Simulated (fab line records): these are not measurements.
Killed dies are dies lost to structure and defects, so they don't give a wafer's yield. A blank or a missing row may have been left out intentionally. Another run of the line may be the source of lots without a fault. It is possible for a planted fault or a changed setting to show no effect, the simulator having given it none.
Split-lot experiment / flow n5 finfet / 21 wafers read across 7 lots, on a route 1938 steps long

== ON THE SPLIT ==
At N5_MIM_BOT_ETCH_ETCH_00 (etches TiN in Cl2/BCl3, target depth 45.5 nm), the setting icp w was moved away from the recipe's 1000 W on 7 of the 21 wafers read, by -7.8% to +13.2%. All remaining wafers had this setting at the recipe value.

The split's own step is where the reading is taken.

== THE READING ==
etch.depth nm (the simulator's own value, which no gauge read), in nm, at N5_MIM_BOT_ETCH_ETCH_00 (etches TiN in Cl2/BCl3, target depth 45.5 nm). There is no usual value for it anywhere in the file. Across the 14 wafers here that went through the recipe, the average is 45.76 nm and the standard deviation 0.44 nm.

wafer=L075.1; tool, chamber at the split=rie metal-03, 0; icp w as run, W=922.4; against the recipe=-7.8%; etch.depth nm, nm=42.85; against lot-mates on the recipe=-3.02
wafer=L075.4; tool, chamber at the split=rie metal-03, 0; icp w as run, W=1000; against the recipe=recipe; etch.depth nm, nm=45.87; against lot-mates on the recipe=-
wafer=L075.5; tool, chamber at the split=rie metal-03, 1; icp w as run, W=922.4; against the recipe=-7.8%; etch.depth nm, nm=42.46; against lot-mates on the recipe=-3.41
wafer=L077.2; tool, chamber at the split=rie metal-02, 1; icp w as run, W=1000; against the recipe=recipe; etch.depth nm, nm=45.86; against lot-mates on the recipe=-
wafer=L077.3; tool, chamber at the split=rie metal-02, 0; icp w as run, W=1000; against the recipe=recipe; etch.depth nm, nm=45.26; against lot-mates on the recipe=-
wafer=L077.5; tool, chamber at the split=rie metal-02, 1; icp w as run, W=1000; against the recipe=recipe; etch.depth nm, nm=46.01; against lot-mates on the recipe=-
wafer=L078.2; tool, chamber at the split=rie metal-02, 0; icp w as run, W=1000; against the recipe=recipe; etch.depth nm, nm=45.42; against lot-mates on the recipe=-
wafer=L078.4; tool, chamber at the split=rie metal-02, 0; icp w as run, W=1000; against the recipe=recipe; etch.depth nm, nm=45.45; against lot-mates on the recipe=-
wafer=L078.5; tool, chamber at the split=rie metal-02, 0; icp w as run, W=1000; against the recipe=recipe; etch.depth nm, nm=45.59; against lot-mates on the recipe=-
wafer=L083.2; tool, chamber at the split=rie metal-02, 1; icp w as run, W=1132; against the recipe=+13.2%; etch.depth nm, nm=51.18; against lot-mates on the recipe=+5.95
wafer=L083.4; tool, chamber at the split=rie metal-02, 1; icp w as run, W=1132; against the recipe=+13.2%; etch.depth nm, nm=51.23; against lot-mates on the recipe=+6.00
wafer=L083.6; tool, chamber at the split=rie metal-02, 0; icp w as run, W=1000; against the recipe=recipe; etch.depth nm, nm=45.23; against lot-mates on the recipe=-
wafer=L088.1; tool, chamber at the split=rie metal-03, 0; icp w as run, W=1000; against the recipe=recipe; etch.depth nm, nm=45.94; against lot-mates on the recipe=-
wafer=L088.4; tool, chamber at the split=rie metal-03, 0; icp w as run, W=1000; against the recipe=recipe; etch.depth nm, nm=45.96; against lot-mates on the recipe=-
wafer=L088.5; tool, chamber at the split=rie metal-03, 1; icp w as run, W=1050; against the recipe=+5.0%; etch.depth nm, nm=47.49; against lot-mates on the recipe=+1.54
wafer=L090.3; tool, chamber at the split=rie metal-01, 1; icp w as run, W=1112; against the recipe=+11.2%; etch.depth nm, nm=51.31; against lot-mates on the recipe=+5.40
wafer=L090.5; tool, chamber at the split=rie metal-01, 1; icp w as run, W=1000; against the recipe=recipe; etch.depth nm, nm=46.67; against lot-mates on the recipe=-
wafer=L090.6; tool, chamber at the split=rie metal-01, 0; icp w as run, W=1000; against the recipe=recipe; etch.depth nm, nm=45.15; against lot-mates on the recipe=-
wafer=L092.1; tool, chamber at the split=rie metal-03, 0; icp w as run, W=1000; against the recipe=recipe; etch.depth nm, nm=46.54; against lot-mates on the recipe=-
wafer=L092.2; tool, chamber at the split=rie metal-03, 1; icp w as run, W=1000; against the recipe=recipe; etch.depth nm, nm=45.68; against lot-mates on the recipe=-
wafer=L092.5; tool, chamber at the split=rie metal-03, 1; icp w as run, W=924.4; against the recipe=-7.6%; etch.depth nm, nm=42.76; against lot-mates on the recipe=-3.35

FIT RESULTS
A straight line over all 21 wafers: etch.depth nm changes by +0.421 nm for each +1% of icp w; r = +0.98; the points scatter about the line by 0.44 nm.
The same after taking each lot's own level away (the mean of its wafers on the recipe; 21 wafers): +0.445 nm for each +1%; r = +0.99; scatter 0.38 nm.
According to that fit, moving icp w by its largest amount changes the reading by 5.9 nm.
The lots' own levels span 45.230 to 46.110 nm, that is 2.0 times the standard deviation above.
Hence the lot-to-lot level has little effect on the slope; both slopes agree.
Check: +5.87 nm against its lot-mates is what the line predicts for one of the wafers moved furthest among these (+13.2%) when that wafer is left out of the fit. It came out at +5.95 nm against them.

== THE OTHER SPLITS THESE WAFERS WENT THROUGH ==
Before the reading, these wafers also passed through other splits. Each is held against what the fit with the lots' levels taken away leaves over:
other split on the same wafers=N5_BEOL_M10_EXPOSE_25 dose mj; wafers away from the commonest value=7; r with etch.depth nm (lot level and that fit taken away)=+0.12
other split on the same wafers=N5_BEOL_M11_DESCUM_16 time s; wafers away from the commonest value=5; r with etch.depth nm (lot level and that fit taken away)=+0.13
other split on the same wafers=N5_BEOL_M12_COAT_65 spin rpm; wafers away from the commonest value=8; r with etch.depth nm (lot level and that fit taken away)=-0.02
other split on the same wafers=N5_BEOL_M13_DEP_53 time s; wafers away from the commonest value=6; r with etch.depth nm (lot level and that fit taken away)=+0.11
other split on the same wafers=N5_BEOL_M14_ILD_DEP_00 time s; wafers away from the commonest value=8; r with etch.depth nm (lot level and that fit taken away)=-0.05
other split on the same wafers=N5_BEOL_M15_COAT_04 spin rpm; wafers away from the commonest value=7; r with etch.depth nm (lot level and that fit taken away)=-0.36

== THE FILE'S OWN FIT ==
etch.depth nm changes by +0.446 nm for each +1% of icp w, r = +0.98.
